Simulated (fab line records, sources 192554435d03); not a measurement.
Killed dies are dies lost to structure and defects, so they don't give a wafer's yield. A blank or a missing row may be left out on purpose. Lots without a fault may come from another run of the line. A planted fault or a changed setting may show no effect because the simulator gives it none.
A struck lot beside a sound one | flow n5_finfet | 15 steps out of a route of 1938
Sound: wafers L277.3, L277.5, L277.6. Struck: wafer L266.1. (L266.5 of the same lot was not struck and is left out.) The cause comes at the end.
At each step with rows: each side's tool, then ch and its chambers, then its first start. Under that, the readings that differ: sound wafers | struck wafers | difference of the means | sigmas: that difference in standard deviations of wafers without a fault.
alike: readings whose means differ by less than 2 such deviations, and words and numbers that are the same on both sides. not compared: withheld readings, readings that some wafer has no value for, bounds like >300 that may hide the same value, and numbers for which the record gives no deviation and whose values overlap.
The two part at a step that has a row with sigmas, a row that says differs or no value, or rows on one side only. Numbers that don't overlap but have no deviation are shown without sigmas and don't part them. A reading that every wafer of one side lacks parts them only if that side has two wafers or more.

N5_BEOL_M3_DESCUM_33: chemistry O2, time 7 s.
  sound on rie_diel-03 ch 0,2,3, day 12 20:18; struck on rie_diel-02 ch 1, day 11 07:23
  reading                     | sound             | struck | difference | sigmas
  bias_power_w (W)            | 20.01 20.03 20.02 | 19.83  | -0.19      | -3
  drypump_motor_current_A (A) | 5.7 5.1 5.2       | 6.5    | +1.2       | +3
  throttle_valve_pct (%)      | 19.92 20.44 20.16 | 20.60  | +0.43      | +2
  alike: oes_product_au, rf_vpp_V, showerhead_plenum_p_Torr
  not compared: rf_hours_counter_h
then, 1 step without rows for these wafers: N5_BEOL_M3_ETCH_77 (etches underlayer in N2/H2, target depth 6.5 nm, time 5.2 s).
N5_BEOL_M3_ETCH_69: etches SiARC in CF4, target depth 15.6 nm, time 26 s.
  sound on rie_diel-03 ch 0,2,3, day 12 20:21; struck on rie_diel-02 ch 1, day 11 07:26
  reading                     | sound       | struck | difference | sigmas
  drypump_motor_current_A (A) | 5.7 5.1 5.2 | 6.5    | +1.2       | +3
  alike: etch_rf_on_time_s, mfc_ar_sccm, oes_product_au, rf_vpp_V, showerhead_plenum_p_Torr, throttle_valve_pct
  not compared: rf_hours_counter_h
N5_BEOL_M3_ALD_98: deposits SiO2, target thk 2.5 nm, pulse time 1 s, co reactant pulse time 1 s.
  sound on ald_sin-03 ch 0,1,2, day 12 20:38; struck on ald_sin-01 ch 2, day 11 07:31
  reading                    | sound             | struck | difference | sigmas
  precursor_pulse_height_rel | 1.026 0.938 0.973 | 1.042  | +0.063     | +3
  alike: heater_power_w
then, 4 steps without rows for these wafers: N5_BEOL_M3_ETCHBACK_99 (etches SiO2 in CHF3, target depth 5 nm, time 10.4 s); N5_BEOL_M3_ETCH_70 (etches SOC in N2/H2, target depth 80 nm, overetch 16 nm, time 120 s); N5_BEOL_M3_STRIP_71 (strips in N2/H2); N5_BEOL_M3_STRIP_78 (strips in N2/H2).
N5_BEOL_M3_VIA_ETCH_34: etches the open film in C4F6/O2, target depth 69.4 nm, time 65.9 s.
  sound on rie_diel-02 ch 0,2,3, day 13 11:37; struck on rie_diel-05 ch 2, day 12 08:34
  alike: drypump_motor_current_A, mfc_ar_sccm, oes_product_au, rf_vpp_V, showerhead_plenum_p_Torr, throttle_valve_pct
  not compared: rf_hours_counter_h
then, 2 steps without rows for these wafers: N5_BEOL_M3_STRIP_83 (strips in C4F6/O2); N5_BEOL_M3_STRIP_36 (strips in N2/H2).
N5_BEOL_M3_TRENCH_ETCH_37: etches SiOC in C4F6/O2, target depth 55.555 nm, time 29.2 s.
  sound on rie_diel-02 ch 0,2,3; struck on rie_diel-05 ch 2
  alike: drypump_motor_current_A, mfc_ar_sccm, oes_product_au, rf_vpp_V, showerhead_plenum_p_Torr, throttle_valve_pct
  not compared: rf_hours_counter_h
N5_BEOL_M3_ETCH_41: etches SiCN in CH3F/O2, target depth 29.9 nm, time 52.5 s.
  sound on rie_diel-02 ch 0,2,3, day 13 11:45; struck on rie_diel-05 ch 2, day 12 08:46
  reading                  | sound            | struck | difference | sigmas
  model.etch.depth_nm (nm) | 19.1 19.24 20.41 | 14.97  | -4.61      |
  alike: drypump_motor_current_A, mfc_ar_sccm, oes_product_au, rf_vpp_V, showerhead_plenum_p_Torr, throttle_valve_pct
  not compared: rf_hours_counter_h
then, 1 step without rows for these wafers: N5_BEOL_M3_STRIP_97 (strips in N2/H2, time 10 s).
N5_BEOL_M4_RC_MEAS_101:
  sound on prober-02 ch 0, day 14 22:01; struck on prober-02 ch 0, day 13 04:02
  reading   | sound          | struck | difference | sigmas
  VT_P (mV) | -261 -263 -262 | -253   | +9         | +3
  alike: DIBL_N, DIBL_P, IOFF_N, IOFF_P, ION_N, ION_P, SS_N, SS_P, VT_N

WHERE THEY PART
First at N5_BEOL_M3_DESCUM_33; last, within this record, at N5_BEOL_M4_RC_MEAS_101.

WHY: what the simulator had put in
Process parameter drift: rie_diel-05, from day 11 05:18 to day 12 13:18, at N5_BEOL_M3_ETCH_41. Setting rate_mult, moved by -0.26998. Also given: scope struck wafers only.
